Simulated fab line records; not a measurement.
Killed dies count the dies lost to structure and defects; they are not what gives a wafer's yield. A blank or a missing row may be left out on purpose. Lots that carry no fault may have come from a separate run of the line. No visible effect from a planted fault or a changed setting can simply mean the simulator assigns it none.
Chamber matching / flow n5Finfet / N5_BEOL_M2_ETCH_64 on rieDiel-01: 4 sister chambers
The step etches SOC in N2/H2, target depth 75 nm, overetch 22.5 nm, time 121.9 s. 4 wafers are shown with their chamber, then 10 later ones without.

WAFERS WITH THEIR CHAMBER
wafer=L089.1; chamber=0; throttleValvePct (%)=17.60
wafer=L089.2; chamber=1; throttleValvePct (%)=17.89
wafer=L092.1; chamber=3; throttleValvePct (%)=18.03
wafer=L092.2; chamber=2; throttleValvePct (%)=17.83

WAFERS MISSING THEIR CHAMBER
wafer=L092.3; throttleValvePct (%)=17.88
wafer=L091.1; throttleValvePct (%)=17.62
wafer=L091.4; throttleValvePct (%)=18.04
wafer=L091.6; throttleValvePct (%)=17.61
wafer=L093.3; throttleValvePct (%)=17.61
wafer=L093.4; throttleValvePct (%)=18.03
wafer=L093.6; throttleValvePct (%)=17.84
wafer=L097.1; throttleValvePct (%)=17.46
wafer=L097.4; throttleValvePct (%)=17.86
wafer=L097.6; throttleValvePct (%)=17.86

CHAMBER TAKEN BY EACH
wafer=L092.3; from the rows above=can't be placed: 1 or 2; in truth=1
wafer=L091.1; from the rows above=0; in truth=0
wafer=L091.4; from the rows above=3; in truth=3
wafer=L091.6; from the rows above=0; in truth=0
wafer=L093.3; from the rows above=0; in truth=0
wafer=L093.4; from the rows above=3; in truth=3
wafer=L093.6; from the rows above=can't be placed: 2 or 1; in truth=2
wafer=L097.1; from the rows above=0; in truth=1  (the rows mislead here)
wafer=L097.4; from the rows above=can't be placed: 1 or 2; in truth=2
wafer=L097.6; from the rows above=can't be placed: 1 or 2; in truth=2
Placed correctly: 5 of 10. From these rows, 4 cannot be placed; in 4 the true chamber is one of the candidates. Wrongly placed: 1.
How it was worked out, from the rows above alone: a wafer's distance from a chamber is the root of the sum, over the readings, of the square of ((its reading less the chamber's mean) divided by the reading's scatter). The wafer belongs to the nearest chamber; if the next one is less than 2 further off, it can't be placed. For every chamber, the mean is computed from those of its wafers that are shown. The scatter: root of mean squared gap, hidden wafer to nearest shown wafer, with one shown wafer a chamber.
